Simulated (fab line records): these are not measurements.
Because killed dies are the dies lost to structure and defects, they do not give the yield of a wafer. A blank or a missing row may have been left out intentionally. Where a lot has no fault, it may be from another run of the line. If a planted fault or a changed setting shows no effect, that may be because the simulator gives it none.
Chamber matching    flow n5 finfet    N5_MOL_CONTACT_COAG_ALD_123 on ald sin-03: 4 sister chambers
The step deposits SiNx, target thk 5 nm, pulse time 1 s, purge time 2 s. 8 wafers are shown with their chamber, then 9 later ones without.

== WAFERS PAIRED WITH THEIR CHAMBERS ==
wafer   chamber  heater power w (W)  precursor pulse height rel
L078.4  2        807                 1.015
L081.2  0        906                 1.024
L081.5  0        930                 0.974
L082.4  2        797                 1.034
L082.6  1        707                 1.002
L083.1  1        700                 1.012
L083.2  3        831                 1.029
L083.5  3        834                 1.021

== WAFERS WITHOUT THEIR CHAMBER ==
wafer   heater power w (W)  precursor pulse height rel
L087.3  843                 0.967
L087.4  716                 0.983
L087.6  888                 0.965
L090.3  787                 0.996
L090.5  709                 0.992
L090.6  886                 0.983
L092.1  859                 0.970
L092.3  921                 0.969
L092.6  847                 0.999

== CHAMBER TAKEN BY EACH ==
wafer   from the rows above  in truth
L087.3  3                    3
L087.4  1                    1
L087.6  0                    0
L090.3  2                    2
L090.5  1                    1
L090.6  0                    0
L092.1  3                    3
L092.3  0                    0
L092.6  3                    3
Correct placement for 9 of the 9. Can't be placed from these rows: 0. Placed wrongly: 0.
How it was worked out, from the rows above alone: a wafer's distance from a chamber is the root of the sum, over the readings, of the square of ((its reading less the chamber's mean) divided by the reading's scatter). The wafer belongs to the nearest chamber; if the next one is less than 2 further off, it can't be placed. The mean given for a chamber averages the wafers shown for that chamber. The scatter is the square root of a quotient: the sum, over the shown wafers, of each reading's squared deviation from its chamber's mean, divided by wafers minus chambers.
